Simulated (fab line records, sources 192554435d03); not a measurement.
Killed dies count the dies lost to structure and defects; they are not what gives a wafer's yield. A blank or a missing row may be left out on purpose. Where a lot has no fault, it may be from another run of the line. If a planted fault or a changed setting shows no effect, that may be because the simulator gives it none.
Struck lot and sound lot, side by side ; flow n5Finfet ; 37 out of 1938 route steps
Sound: the wafers L633.2, L633.3, L633.5. The struck wafers were L641.1, L641.5. The cause is named last.
Order at every step that has rows: each side's tool, ch and its chambers, its first start. Under that, the readings that differ: sound wafers ; struck wafers ; difference of the means ; sigmas: that difference in standard deviations of wafers without a fault.
alike: a reading whose means differ by less than 2 such deviations, as well as words and numbers matching on both sides. not compared: withheld readings; readings where some wafer has no value; bounds like >300 that might hide an equal value; numbers whose values overlap and for which the record gives no deviation.
A row with sigmas, a row that says differs or no value, or rows on one side alone: a step with any of these is where the two part. Non-overlapping numbers with no deviation appear without sigmas and do not part them. A reading that every wafer of one side lacks parts them only if that side has two wafers or more.

first, 9 steps without rows for these wafers: N5_BEOL_M4_ANNEAL_95 (time 240 s); N5_BEOL_M4_SPUTTER_96 (material Cu, target thk 4.5 nm, time 8.29 s); N5_BEOL_M4_ECD_50 (material Cu, target thk 300 nm); N5_BEOL_M4_ANNEAL_51 (time 90 s); N5_BEOL_M4_CMP_52 (polishes, stops on SiOC, t overpolish 6.8 s, target thk 40 nm); N5_BEOL_M4_PRE_CLEAN_60 (time 15 s); N5_BEOL_M4_CO_CAP_55 (material Co, precursor CCTBA/H2, target thk 2 nm, time 102.1 s); N5_BEOL_M4_PRE_CLEAN_56 (time 15 s); N5_BEOL_M4_DEP_57 (deposits SiCN from 3MS/NH3, target thk 8 nm, time 14 s).
N5_BEOL_M4_RC_MEAS_101:
  sound on prober-01 ch 0, day 10 09:01; struck on prober-02 ch 0, day 12 02:19
reading;sound;struck;difference;sigmas
DIBL_N (mV/V);37.6 38.8 37.2;33.4 34.4;-4.0;-2
IOFF_N (nA/um);0.177 0.200 0.164;0.116 0.127;-0.059;-2
IOFF_P (nA/um);0.27 0.31 0.27;0.16 0.17;-0.12;-4
ION_P (uA/um);470 468 466;456 454;-13;-2
SS_N (mV/dec);71.9 72.0 72.2;70.8 71.1;-1.1;-2
VT_P (mV);-244 -244 -244;-256 -258;-13;-4
  alike: DIBL_P, ION_N, SS_P, VT_N
N5_BEOL_M5_ILD_DEP_00: deposits SiCOH lowk from DEMS/porogen, target thk 140.64 nm, time 25.9 s.
  sound on pecvd-04 ch 1,2, day 10 09:50; struck on pecvd-04 ch 0,1, day 12 03:17
reading;sound;struck;difference;sigmas
model.SiCOH_lowk_of_BEOL_M5_ILD_DEP_00.thkNm (nm);139.8 138.4 142.2;219.6 222.4;+80.9;
  alike: heaterPowerW, showerheadPlenumPTorr, throttleValvePct
then, 1 step without rows for these wafers: N5_BEOL_M5_CURE_79 (cures SiCOH lowk, time 240 s).
N5_BEOL_M5_THK_MEAS_01:
  sound: filmMetro-01 at day 10 10:25; struck: filmMetro-01 at day 12 03:52
reading;sound;struck;difference;sigmas
M5_ILD_THK (nm);120.3 119.1 122.4;189.9 192.3;+70.5;+47
then, 22 steps without rows for these wafers: N5_BEOL_M5_PECVD_70 (deposits SiO2 from TEOS/O2, target thk 16 nm, time 18 s); N5_BEOL_M5_HM_DEP_02 (deposits TiN, target thk 20 nm); N5_BEOL_M5_COAT_59 (time 60 s, resist thk 60 nm); N5_BEOL_M5_COAT_60 (time 60 s, resist thk 12 nm); N5_BEOL_M5_COAT_71 (time 60 s, resist thk 5 nm); N5_BEOL_M5_COAT_05 (resist thk 30 nm); N5_BEOL_M5_EBR_07; N5_BEOL_M5_SOFTBAKE_06 (time 60 s); N5_BEOL_M5_EXPOSE_08 (exposes mask M5, target cd 28 nm); N5_BEOL_M5_PEB_09 (peb time 60 s); N5_BEOL_M5_DEVELOP_10 (develop time 30 s); N5_BEOL_M5_DESCUM_16 (chemistry O2, time 7 s); N5_BEOL_M5_ETCH_72 (etches underlayer in N2/H2, target depth 6.5 nm, time 5.2 s); N5_BEOL_M5_ETCH_61 (etches SiARC in CF4, target depth 15.6 nm, time 26 s); N5_BEOL_M5_ETCH_62 (etches SOC in N2/H2, target depth 75 nm, overetch 15 nm, time 112.5 s); N5_BEOL_M5_STRIP_63 (strips in N2/H2); N5_BEOL_M5_STRIP_73 (strips in N2/H2); N5_BEOL_M5_STRIP_64 (strips in CF4); N5_BEOL_M5_HM_OPEN_17 (chemistry Cl2/BCl3, target TiN, target depth 20 nm, overetch 6 nm); N5_BEOL_M5_STRIP_19 (strips in O2); N5_BEOL_M5_COAT_65 (time 60 s, resist thk 60 nm); N5_BEOL_M5_COAT_66 (time 60 s, resist thk 12 nm).
N5_BEOL_M5_CMP_52: polishes, stops on SiCOH lowk, t overpolish 6.9 s, target thk 62 nm.
  sound on cmp-02 ch 1,2, day 10 20:14; struck on cmp-02 ch 0,1, day 12 15:22
reading;sound;struck;difference;sigmas
model.SiCOH_lowk_of_BEOL_M5_ILD_DEP_00.thkNm (nm);117.4 116.2 119.4;186.8 189.2;+70.3;
  alike: motorCurrentA
  not compared: padLifeWafers
-- record jumps: 4 days separate the struck wafers' starts on either side; left off in module BEOL_M5, taken up again in module PASSIVATION, whose first shown step is the route's number 1936 --
N5_PASSIVATION_PROBE_49:
  the record has rows for the struck wafers here (prober-02, day 16 09:00) and none for the sound ones

WHERE THEY PART
First at N5_BEOL_M4_RC_MEAS_101; last, within this record, at N5_PASSIVATION_PROBE_49.

WHY: the cause the simulator had injected
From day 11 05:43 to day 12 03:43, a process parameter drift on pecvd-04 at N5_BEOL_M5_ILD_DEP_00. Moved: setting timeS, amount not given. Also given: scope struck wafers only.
